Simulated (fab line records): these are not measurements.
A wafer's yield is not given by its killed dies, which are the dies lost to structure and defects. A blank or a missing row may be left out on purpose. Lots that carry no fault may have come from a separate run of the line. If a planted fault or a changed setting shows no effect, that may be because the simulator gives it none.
fab line records + flow nand-harc
[record]
- lots = 15
- wafers = 45
- last-day = 32
route steps=1302 shown A_CONTACT@1106 A_BLC@1118
lots that met no fault: taken from a fault-free run of the same line
start-h: start of the lot's first displayed wafer, in hours after the record's first day + wait-h: hours elapsed since this lot's preceding step + " same as the row above + L1.1+2: a single row standing in for several wafers + - value missing, or start not given + * or withheld: withheld + < > ~ a bound
route shown NAME@n: a module of which the file shows steps, and the number in the route of the first + usual: mean/standard deviation taken from wafers without a fault + same: alike in all rows + chamber/n: place in a boat + sites: per-site readings + _std_site: the values' standard deviation + _edge_site: the outer-site mean with the inner-site mean subtracted + radius-mm: how far each site lies from the wafer's centre + mask NAME#n: copy n + behind: the most recent tool/chamber to have shaped the wafer + hold: why the lot went on hold/how many hours it stayed there/how the hold came to an end + device: names the non-switching transistor (n, p or np) + end of line: the tests these same wafers got at the end of their route + a step without rows: its recipe alone + killed: dies that structure and defects cost at the first sort, which is not the same as the wafer's yield + map: per-die view of a wafer (x killed, . not killed, _ where there is no die)
set.NAME: the setting the step ran with; set.NAME@STEP: the setting that earlier step ran with + model.NAME: the simulator's own value behind a step, which no gauge read
steps of the route over a sample of lots; a table a step, a row a wafer
services: when a tool's chamber went out of use (start-h, in hours from the record's first day, below 0 if earlier), for how many hours, and the reason
[[steps]]
[step NHARC_A_CONTACT_INSPECT_23]
[usual]
- raw-defect-count = 496/130
| lot.wafer | tool              | chamber | start-h | wait-h | raw-defect-count |
|-----------|-------------------|---------|---------|--------|------------------|
| L577.1    | defect-inspect-02 | -       | 525.72  | 0.1    | 477              |
| L577.4    | "                 | -       | "       | "      | 399              |
| L577.5    | "                 | -       | "       | "      | 414              |
| L576.2    | defect-inspect-01 | -       | 526.69  | 0.1    | 536              |
| L576.5    | "                 | -       | "       | "      | 437              |
| L576.6    | "                 | -       | "       | "      | 390              |
| L578.1    | defect-inspect-02 | -       | 542.40  | 0.1    | 410              |
| L578.3    | "                 | -       | "       | "      | 593              |
| L578.5    | "                 | -       | "       | "      | 598              |
| L580.4    | defect-inspect-02 | -       | 543.00  | 0.1    | 775              |
| L580.5    | "                 | -       | "       | "      | 620              |
| L580.6    | "                 | -       | "       | "      | 434              |
| L579.1    | defect-inspect-02 | -       | 558.58  | 0.1    | 395              |
| L579.3    | "                 | -       | "       | "      | 429              |
| L579.6    | "                 | -       | "       | "      | 315              |
| L589.1    | defect-inspect-02 | -       | 647.62  | 0.1    | 533              |
| L589.2    | "                 | -       | "       | "      | 383              |
| L589.3    | "                 | -       | "       | "      | 521              |
| L591.2    | defect-inspect-02 | -       | 660.84  | 0.1    | 498              |
| L591.4    | "                 | -       | "       | "      | 521              |
| L591.5    | "                 | -       | "       | "      | 690              |
| L593.1    | defect-inspect-02 | -       | 662.06  | 0.1    | 630              |
| L593.3    | "                 | -       | "       | "      | 410              |
| L593.5    | "                 | -       | "       | "      | 363              |
| L592.1    | defect-inspect-02 | -       | 667.04  | 0.1    | 374              |
| L592.5    | "                 | -       | "       | "      | 355              |
| L592.6    | "                 | -       | "       | "      | 410              |
| L590.1    | defect-inspect-02 | -       | 671.23  | 0.1    | 513              |
| L590.2    | "                 | -       | "       | "      | 449              |
| L590.3    | "                 | -       | "       | "      | 499              |
| L594.1    | defect-inspect-01 | -       | 689.51  | 0.1    | 351              |
| L594.2    | "                 | -       | "       | "      | 694              |
| L594.5    | "                 | -       | "       | "      | 748              |
| L595.1    | defect-inspect-02 | -       | 696.64  | 0.1    | 534              |
| L595.3    | "                 | -       | "       | "      | 607              |
| L595.4    | "                 | -       | "       | "      | 591              |
| L597.3    | defect-inspect-02 | -       | 713.13  | 0.1    | 476              |
| L597.4    | "                 | -       | "       | "      | 465              |
| L597.5    | "                 | -       | "       | "      | 462              |
| L596.2    | defect-inspect-02 | -       | 713.59  | 0.1    | 329              |
| L596.4    | "                 | -       | "       | "      | 383              |
| L596.6    | "                 | -       | "       | "      | 368              |
| L598.1    | defect-inspect-01 | -       | 725.39  | 0.1    | 342              |
| L598.4    | "                 | -       | "       | "      | 427              |
| L598.5    | "                 | -       | "       | "      | 488              |
[step NHARC_A_BLC_OVL_MEAS_11]
[usual]
- overlay-x-nm = 0.2/1
- overlay-y-nm = 0.0/0.82
| lot.wafer | tool       | chamber | start-h | wait-h | overlay-x-nm | overlay-y-nm |
|-----------|------------|---------|---------|--------|--------------|--------------|
| L577.1    | overlay-02 | -       | 526.19  | -      | -1.3         | -1.7         |
| L577.4    | "          | -       | "       | "      | -1.1         | -1.5         |
| L577.5    | "          | -       | "       | "      | -1.6         | -1.8         |
| L576.2    | overlay-02 | -       | 527.29  | -      | 0.3          | 0.8          |
| L576.5    | "          | -       | "       | "      | 0.8          | 1.1          |
| L576.6    | "          | -       | "       | "      | 0.9          | 1.1          |
| L578.1    | overlay-01 | -       | 542.87  | -      | -0.1         | -0.9         |
| L578.3    | "          | -       | "       | "      | -0.1         | -0.9         |
| L578.5    | "          | -       | "       | "      | -0.1         | -1.0         |
| L580.4    | overlay-02 | -       | 543.60  | -      | 0.2          | 0.1          |
| L580.5    | "          | -       | "       | "      | 0.5          | 0.8          |
| L580.6    | "          | -       | "       | "      | 0.0          | 0.2          |
| L579.1    | overlay-02 | -       | 559.17  | -      | 1.6          | 1.2          |
| L579.3    | "          | -       | "       | "      | 1.9          | 1.3          |
| L579.6    | "          | -       | "       | "      | 1.5          | 0.8          |
| L589.1    | overlay-01 | -       | 648.09  | -      | 0.8          | 1.1          |
| L589.2    | "          | -       | "       | "      | 0.4          | 0.8          |
| L589.3    | "          | -       | "       | "      | 1.0          | 0.7          |
| L591.2    | overlay-01 | -       | 661.43  | -      | -1.4         | 0.0          |
| L591.4    | "          | -       | "       | "      | -1.4         | -0.1         |
| L591.5    | "          | -       | "       | "      | -1.5         | -0.6         |
| L593.1    | overlay-02 | -       | 662.53  | -      | -0.6         | 0.4          |
| L593.3    | "          | -       | "       | "      | -1.2         | 1.1          |
| L593.5    | "          | -       | "       | "      | -0.4         | 1.1          |
| L592.1    | overlay-01 | -       | 667.64  | -      | -0.5         | -1.5         |
| L592.5    | "          | -       | "       | "      | -0.9         | -0.6         |
| L592.6    | "          | -       | "       | "      | -0.9         | -0.5         |
| L590.1    | overlay-02 | -       | 671.70  | -      | 0.9          | 1.0          |
| L590.2    | "          | -       | "       | "      | 0.5          | 0.3          |
| L590.3    | "          | -       | "       | "      | 0.5          | 0.4          |
| L594.1    | overlay-01 | -       | 689.98  | -      | 1.8          | -1.0         |
| L594.2    | "          | -       | "       | "      | 1.6          | -0.8         |
| L594.5    | "          | -       | "       | "      | 1.5          | -1.0         |
| L595.1    | overlay-01 | -       | 697.23  | -      | 1.3          | 0.3          |
| L595.3    | "          | -       | "       | "      | 1.5          | -0.3         |
| L595.4    | "          | -       | "       | "      | 1.5          | -0.3         |
| L597.3    | overlay-02 | -       | 713.73  | -      | 0.8          | -0.7         |
| L597.4    | "          | -       | "       | "      | 0.6          | -0.7         |
| L597.5    | "          | -       | "       | "      | 0.5          | -0.2         |
| L596.2    | overlay-02 | -       | 714.19  | -      | 0.8          | 1.0          |
| L596.4    | "          | -       | "       | "      | 0.6          | 0.2          |
| L596.6    | "          | -       | "       | "      | 0.4          | 1.1          |
| L598.1    | overlay-01 | -       | 725.86  | -      | 1.1          | 0.0          |
| L598.4    | "          | -       | "       | "      | 0.4          | 0.6          |
| L598.5    | "          | -       | "       | "      | 0.5          | 0.0          |
[step NHARC_A_BLC_PVD_32]
[recipe]
- target-thk-a = 50
- chamber-pressure-pa = 5
- power-w = 5000
- substrate-temp-c = 200
- time-s = 17.7
- material = Ti
[usual]
- chamber-pressure-pa = 5.001/0.011
- throttle-valve-pct = 30.1/1.1
| lot.wafer | tool           | chamber | start-h | wait-h | chamber-pressure-pa | throttle-valve-pct |
|-----------|----------------|---------|---------|--------|---------------------|--------------------|
| L577.1    | pvd-sputter-02 | -       | -       | -      | 5.012               | 27.6               |
| L577.4    | "              | -       | "       | "      | 4.998               | 31.1               |
| L577.5    | "              | -       | "       | "      | 4.997               | 27.7               |
| L576.2    | pvd-sputter-01 | -       | -       | -      | 4.985               | 30.9               |
| L576.6    | "              | -       | "       | "      | 5.015               | 30.5               |
| L576.5    | "              | -       | "       | "      | 5.009               | 29.3               |
| L578.1    | pvd-sputter-01 | -       | -       | -      | 5.007               | 30.4               |
| L578.3    | "              | -       | "       | "      | 4.987               | 29.4               |
| L578.5    | "              | -       | "       | "      | 5.011               | 30.1               |
| L580.4    | pvd-sputter-02 | -       | -       | -      | 4.997               | 30.2               |
| L580.6    | "              | -       | "       | "      | 5.007               | 30.3               |
| L580.5    | "              | -       | "       | "      | 4.994               | 30.3               |
| L579.1    | pvd-sputter-03 | -       | -       | -      | 4.997               | 27.6               |
| L579.3    | "              | -       | "       | "      | 5.001               | 31.4               |
| L579.6    | "              | -       | "       | "      | 5.022               | 31.2               |
| L589.3    | pvd-sputter-01 | -       | -       | -      | 5.002               | 30.5               |
| L589.2    | "              | -       | "       | "      | 5.018               | 30.9               |
| L589.1    | "              | -       | "       | "      | 5.009               | 30.1               |
| L591.2    | pvd-sputter-01 | -       | -       | -      | 5.018               | 30.1               |
| L591.4    | "              | -       | "       | "      | 4.986               | 31.1               |
| L591.5    | "              | -       | "       | "      | 5.006               | 29.9               |
| L593.1    | pvd-sputter-03 | -       | -       | -      | 5.002               | 30.5               |
| L593.3    | "              | -       | "       | "      | 4.998               | 30.5               |
| L593.5    | "              | -       | "       | "      | 5.011               | 30.7               |
| L592.1    | pvd-sputter-03 | -       | -       | -      | 5.003               | 28.0               |
| L592.6    | "              | -       | "       | "      | 5.026               | 30.7               |
| L592.5    | "              | -       | "       | "      | 5.026               | 30.4               |
| L590.1    | pvd-sputter-01 | -       | -       | -      | 5.003               | 29.5               |
| L590.2    | "              | -       | "       | "      | 4.982               | 30.7               |
| L590.3    | "              | -       | "       | "      | 4.994               | 29.6               |
| L594.1    | pvd-sputter-01 | -       | -       | -      | 4.993               | 29.5               |
| L594.2    | "              | -       | "       | "      | 5.005               | 30.5               |
| L594.5    | "              | -       | "       | "      | 5.034               | 30.1               |
| L595.1    | pvd-sputter-03 | -       | -       | -      | 4.997               | 27.5               |
| L595.3    | "              | -       | "       | "      | 5.003               | 31.3               |
| L595.4    | "              | -       | "       | "      | 4.998               | 30.6               |
| L597.4    | pvd-sputter-03 | -       | -       | -      | 5.004               | 31.3               |
| L597.3    | "              | -       | "       | "      | 5.016               | 30.9               |
| L597.5    | "              | -       | "       | "      | 4.998               | 30.9               |
| L596.4    | pvd-sputter-01 | -       | -       | -      | 4.996               | 30.0               |
| L596.2    | "              | -       | "       | "      | 5.008               | 30.7               |
| L596.6    | "              | -       | "       | "      | 4.996               | 29.5               |
| L598.1    | pvd-sputter-01 | -       | -       | -      | 4.988               | 30.0               |
| L598.4    | "              | -       | "       | "      | 4.995               | 31.0               |
| L598.5    | "              | -       | "       | "      | 4.999               | 31.1               |
[step NHARC_A_BLC_CVD_24]
[recipe]
- target-thk-a = 1500
- temp-c = 300
- pressure-torr = 40
- wf6-flow-sccm = 40
- h2-flow-sccm = 1600
- ar-flow-sccm = 1560
- time-s = 434
- material = W
[usual]
- heater-power-w = 534/56
- mfc-h2-sccm = 1599/4.8
- susceptor-temp-C = 300.00/0.19
- throttle-valve-pct = 7.8/0.38
| lot.wafer | tool     | chamber | start-h | wait-h | heater-power-w | mfc-h2-sccm | susceptor-temp-C | throttle-valve-pct |
|-----------|----------|---------|---------|--------|----------------|-------------|------------------|--------------------|
| L577.1    | cvd-w-02 | 0       | 528.32  | -      | 441            | 1607        | 299.76           | 7.7                |
| L577.4    | "        | 1       | "       | "      | 485            | 1599        | 300.09           | 8.1                |
| L577.5    | "        | 0       | "       | "      | 447            | 1600        | 300.00           | 7.6                |
| L577.1    | cvd-w-02 | 0       | 529.00  | 0.6    | 446            | 1599        | 299.97           | 7.9                |
| L577.4    | "        | 1       | "       | "      | 497            | 1594        | 300.07           | 8.0                |
| L577.5    | "        | 0       | "       | "      | 437            | 1603        | 299.80           | 7.6                |
| L576.2    | cvd-w-01 | 1       | 529.41  | -      | 574            | 1605        | 299.93           | 8.4                |
| L576.5    | "        | 1       | "       | "      | 563            | 1604        | 299.98           | 8.2                |
| L576.6    | "        | 0       | "       | "      | 609            | 1599        | 300.19           | 7.3                |
| L578.1    | cvd-w-02 | 1       | 544.99  | -      | 493            | 1596        | 300.08           | 8.0                |
| L578.3    | "        | 0       | "       | "      | 437            | 1607        | 299.88           | 7.9                |
| L578.5    | "        | 1       | "       | "      | 495            | 1601        | 299.81           | 7.8                |
| L578.1    | cvd-w-02 | 1       | 545.67  | 0.6    | 494            | 1593        | 300.63           | 8.1                |
| L578.3    | "        | 0       | "       | "      | 447            | 1603        | 299.95           | 7.6                |
| L578.5    | "        | 1       | "       | "      | 494            | 1596        | 300.30           | 8.2                |
| L580.4    | cvd-w-01 | 0       | 545.87  | -      | 594            | 1601        | 299.89           | 7.5                |
| L580.5    | "        | 0       | "       | "      | 602            | 1604        | 300.27           | 7.3                |
| L580.6    | "        | 1       | "       | "      | 567            | 1594        | 300.04           | 8.0                |
| L579.1    | cvd-w-01 | 0       | 561.29  | -      | 585            | 1601        | 300.28           | 7.4                |
| L579.3    | "        | 1       | "       | "      | 572            | 1589        | 300.20           | 8.0                |
| L579.6    | "        | 0       | "       | "      | 570            | 1593        | 300.47           | 7.3                |
| L579.1    | cvd-w-01 | 0       | 561.98  | 0.6    | 572            | 1604        | 299.83           | 7.1                |
| L579.3    | "        | 1       | "       | "      | 555            | 1601        | 299.98           | 7.9                |
| L579.6    | "        | 0       | "       | "      | 573            | 1605        | 299.97           | 7.4                |
| L589.2    | cvd-w-01 | 1       | 650.21  | -      | 550            | 1604        | 299.83           | 8.2                |
| L589.1    | "        | 0       | "       | "      | 578            | 1602        | 300.04           | 7.4                |
| L589.3    | "        | 0       | "       | "      | 595            | 1600        | 300.03           | 7.2                |
| L591.2    | cvd-w-02 | 1       | 663.57  | -      | 469            | 1598        | -                | 7.9                |
| L591.4    | "        | 0       | "       | "      | 442            | 1602        | -                | 7.9                |
| L591.5    | "        | 0       | "       | "      | 425            | 1598        | -                | 7.8                |
| L593.1    | cvd-w-01 | 0       | 664.68  | -      | 579            | 1595        | -                | 7.4                |
| L593.3    | "        | 0       | "       | "      | 570            | 1599        | -                | 7.3                |
| L593.5    | "        | 1       | "       | "      | 578            | 1594        | -                | 8.4                |
| L592.1    | cvd-w-02 | 1       | 669.81  | -      | 472            | 1601        | 299.94           | 7.8                |
| L592.6    | "        | 1       | "       | "      | 461            | 1603        | 300.06           | 7.9                |
| L592.5    | "        | 0       | "       | "      | 447            | 1603        | 300.16           | 7.9                |
| L590.1    | cvd-w-02 | 0       | 673.83  | -      | 427            | 1595        | 300.02           | 8.1                |
| L590.2    | "        | 1       | "       | "      | 466            | 1598        | 299.97           | 7.8                |
| L590.3    | "        | 0       | "       | "      | 447            | 1592        | 300.13           | 8.0                |
| L594.1    | cvd-w-02 | 1       | 692.09  | -      | 465            | 1599        | -                | 7.7                |
| L594.2    | "        | 0       | "       | "      | 430            | 1601        | -                | 7.8                |
| L594.5    | "        | 0       | "       | "      | 440            | 1606        | -                | 7.7                |
| L595.1    | cvd-w-02 | 0       | 699.35  | -      | 448            | 1603        | 299.75           | 7.8                |
| L595.3    | "        | 0       | "       | "      | 441            | 1596        | 299.79           | 7.9                |
| L595.4    | "        | 1       | "       | "      | 467            | 1605        | 299.96           | 8.0                |
| L597.4    | cvd-w-02 | 1       | 715.99  | -      | 465            | 1610        | 299.65           | 7.7                |
| L597.3    | "        | 0       | "       | "      | 439            | 1596        | 300.30           | 8.1                |
| L597.5    | "        | 1       | "       | "      | 479            | 1608        | 299.63           | 7.8                |
| L596.2    | cvd-w-01 | 1       | 716.37  | -      | 556            | 1592        | 299.99           | 8.3                |
| L596.4    | "        | 0       | "       | "      | 570            | 1604        | 300.15           | 7.4                |
| L596.6    | "        | 0       | "       | "      | 582            | 1596        | 300.45           | 7.4                |
| L598.1    | cvd-w-01 | 1       | 727.97  | -      | 580            | 1602        | 300.01           | 8.2                |
| L598.4    | "        | 1       | "       | "      | 566            | 1601        | 300.01           | 8.3                |
| L598.5    | "        | 1       | "       | "      | 576            | 1602        | 300.17           | 8.3                |
[step NHARC_A_BLC_CMP_25]
[recipe]
- t-overpolish-s = 30
- target-thk-nm = 150
[usual]
- motor-current-A = 11.9/1.1
- overpolish-run-s = 30.001/0.0081
- retaining-ring-pressure-frac = 1.001/0.0045
- slurry-flow-ml-min = 150.0/0.48
- time-to-endpoint-s = 29.6/2.5
| lot.wafer | tool   | chamber | start-h | wait-h | motor-current-A | overpolish-run-s | retaining-ring-pressure-frac | slurry-flow-ml-min | time-to-endpoint-s |
|-----------|--------|---------|---------|--------|-----------------|------------------|------------------------------|--------------------|--------------------|
| L577.4    | cmp-04 | 0       | 529.59  | 0.3    | 9.9             | 29.979           | 0.997                        | 150.3              | 58.2               |
| L577.1    | "      | 1       | "       | "      | 10.1            | 29.995           | 0.997                        | 150.8              | 62.2               |
| L577.5    | "      | 1       | "       | "      | 10.2            | 29.981           | 0.998                        | 150.4              | 63.3               |
| L576.2    | cmp-04 | 3       | 529.98  | 0.5    | 11.6            | 29.994           | 1.002                        | 151.0              | 22.6               |
| L576.5    | "      | 1       | "       | "      | 9.8             | 30.010           | 0.998                        | 150.1              | 30.0               |
| L576.6    | "      | 2       | "       | "      | 13.4            | 29.984           | 1.007                        | 149.7              | 27.5               |
| L578.1    | cmp-04 | 3       | 546.25  | 0.5    | 10.9            | 29.997           | 0.998                        | 149.6              | 58.2               |
| L578.3    | "      | 0       | "       | "      | 10.1            | 30.002           | 1.001                        | 150.5              | 56.7               |
| L578.5    | "      | 0       | "       | "      | 10.4            | 30.005           | 1.006                        | 149.3              | 56.6               |
| L580.4    | cmp-03 | 3       | 546.26  | 0.3    | 11.3            | 30.006           | 0.999                        | 150.0              | 27.7               |
| L580.6    | "      | 3       | "       | "      | 11.4            | 30.005           | 0.993                        | 150.6              | 29.2               |
| L580.5    | "      | 0       | "       | "      | 12.7            | 29.994           | 1.000                        | 150.1              | 32.0               |
| L579.1    | cmp-02 | 3       | 562.57  | 0.5    | 13.1            | 29.983           | 0.998                        | 150.2              | 61.6               |
| L579.3    | "      | 0       | "       | "      | 11.7            | 30.025           | 1.003                        | 150.7              | 59.1               |
| L579.6    | "      | 0       | "       | "      | 12.4            | 30.005           | 0.997                        | 149.8              | 62.8               |
| L589.2    | cmp-04 | 0       | 650.77  | 0.5    | 10.8            | 29.994           | 1.007                        | 150.3              | 28.2               |
| L589.3    | "      | 1       | "       | "      | 10.0            | 30.004           | 0.990                        | 149.3              | 35.3               |
| L589.1    | "      | 2       | "       | "      | 13.6            | 29.999           | 0.992                        | 149.9              | 30.7               |
| L591.2    | cmp-02 | 3       | 664.11  | 0.5    | 13.5            | 30.009           | 1.002                        | 149.7              | 27.9               |
| L591.4    | "      | 0       | "       | "      | 11.5            | 30.008           | 1.001                        | 150.1              | 29.5               |
| L591.5    | "      | 3       | "       | "      | 13.2            | 29.998           | 0.995                        | 149.7              | 29.8               |
| L593.3    | cmp-03 | 1       | 665.21  | 0.3    | 12.5            | 30.001           | 1.002                        | 151.0              | 30.2               |
| L593.1    | "      | 2       | "       | "      | 12.3            | 30.013           | 1.003                        | 150.8              | 30.3               |
| L593.5    | "      | 2       | "       | "      | 12.4            | 30.008           | 1.000                        | 149.8              | 33.2               |
| L592.1    | cmp-02 | 3       | 670.37  | 0.5    | 13.8            | 29.997           | 0.992                        | 149.5              | 30.6               |
| L592.5    | "      | 2       | "       | "      | 12.8            | 30.002           | 1.003                        | 149.7              | 32.9               |
| L592.6    | "      | 3       | "       | "      | 13.3            | 30.001           | 0.998                        | 150.1              | 33.6               |
| L590.1    | cmp-03 | 2       | 674.36  | 0.5    | 12.6            | 29.993           | 0.999                        | 150.1              | 29.7               |
| L590.3    | "      | 0       | "       | "      | 12.3            | 29.998           | 1.005                        | 149.7              | 31.2               |
| L590.2    | "      | 1       | "       | "      | 12.1            | 29.998           | 1.008                        | 150.7              | 29.4               |
| L594.1    | cmp-04 | 1       | 692.61  | 0.5    | 10.4            | 29.997           | 1.010                        | 150.0              | 29.0               |
| L594.2    | "      | 3       | "       | "      | 11.2            | 30.003           | 1.000                        | 149.9              | 26.3               |
| L594.5    | "      | 1       | "       | "      | 10.2            | 30.005           | 1.000                        | 149.7              | 28.0               |
| L595.1    | cmp-02 | 0       | 699.88  | 0.5    | 11.8            | 29.987           | 0.999                        | 149.3              | 31.6               |
| L595.3    | "      | 1       | "       | "      | 12.0            | 29.998           | 1.006                        | 150.2              | 33.7               |
| L595.4    | "      | 2       | "       | "      | 13.1            | 30.000           | 0.996                        | 149.9              | 28.9               |
| L597.4    | cmp-04 | 0       | 716.37  | 0.3    | 10.1            | 30.005           | 1.015                        | 151.0              | 25.7               |
| L597.3    | "      | 1       | "       | "      | 10.1            | 29.995           | 1.002                        | 149.7              | 29.4               |
| L597.5    | "      | 1       | "       | "      | 10.6            | 30.008           | 0.996                        | 149.8              | 32.1               |
| L596.2    | cmp-03 | 0       | 716.85  | 0.4    | 12.8            | 30.005           | 1.003                        | 150.1              | 35.7               |
| L596.4    | "      | 1       | "       | "      | 12.8            | 29.989           | 1.001                        | 149.4              | 32.5               |
| L596.6    | "      | 3       | "       | "      | 10.8            | 30.002           | 1.005                        | 150.9              | 29.8               |
| L598.4    | cmp-03 | 0       | 728.55  | 0.4    | 12.2            | 29.999           | 0.995                        | 149.7              | 33.8               |
| L598.1    | "      | 1       | "       | "      | 13.0            | 30.017           | 1.000                        | 150.0              | 31.3               |
| L598.5    | "      | 3       | "       | "      | 11.2            | 30.005           | 1.005                        | 149.2              | 30.9               |
[[services]]
| tool           | chamber | start-h | hours | kind   |
|----------------|---------|---------|-------|--------|
| pvd-sputter-03 | -       | 526.00  | 10.0  | pm     |
| cmp-02         | -       | 526.50  | 4.0   | pm     |
| pvd-sputter-01 | -       | 533.36  | 5.1   | repair |
| cvd-w-02       | -       | 536.36  | 0.8   | repair |
| cvd-w-01       | -       | 547.16  | 13.0  | pm     |
| cmp-03         | -       | 550.17  | 3.3   | repair |
| pvd-sputter-02 | -       | 553.99  | 7.1   | repair |
| cmp-03         | -       | 555.05  | 4.0   | pm     |
| pvd-sputter-01 | -       | 582.00  | 10.0  | pm     |
| cmp-04         | -       | 601.14  | 4.0   | pm     |
| cmp-02         | -       | 624.50  | 4.0   | pm     |
| cvd-w-02       | 0       | 627.32  | 27.5  | repair |
| cmp-03         | -       | 628.73  | 0.9   | repair |
| cvd-w-02       | -       | 631.32  | 13.0  | pm     |
| pvd-sputter-02 | -       | 638.00  | 10.0  | pm     |
| cmp-02         | -       | 641.12  | 5.9   | repair |
| cvd-w-01       | -       | 648.61  | 0.5   | repair |
| cmp-03         | -       | 653.05  | 4.0   | pm     |
| cmp-04         | -       | 675.15  | 1.4   | repair |
| cmp-04         | -       | 699.14  | 4.0   | pm     |
| pvd-sputter-03 | -       | 699.72  | 4.3   | repair |
| cmp-02         | -       | 722.53  | 4.0   | pm     |
| cmp-02         | -       | 727.78  | 1.5   | repair |
| cvd-w-01       | -       | 728.41  | 13.0  | pm     |
[[key]]
[first-sign]
- step = NHARC_A_BLC_CVD_24
- reading = visit
- direction = added
[effect]
- step = NHARC_A_BLC_CMP_25
- reading = time-to-endpoint-s
- direction = up
- sigmas = 12
- usual = *
- struck = *
met-at NHARC_A_BLC_CVD_24
struck-lots L577,L578,L579
sort-left-out L577.1,L577.4,L577.5,L578.1,L578.3,L578.5,L579.1,L579.3,L579.6
tester-left-out L577,L578,L579
not-acting-at NHARC_A_CONTACT_INSPECT_23,NHARC_A_BLC_OVL_MEAS_11,NHARC_A_BLC_PVD_32
[fault]
- kind = repeated-step-whole
- tool = cvd-w-01,cvd-w-02
- chamber = -
- onset-h = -
- steps = NHARC_A_BLC_CVD_24
- times = 1
- scope = struck-lots-only
// tester-left-out: of these lots the tester's yield and bins aren't shown, on N5 and GAA mostly nor the transistor test; their killed dies are dies lost to structure and defects alone, not to doping, threshold or leakage, so they don't give the yield
// sort-left-out: the simulated sort isn't trusted on such a fault, so these wafers' sort isn't shown, and their yield isn't known
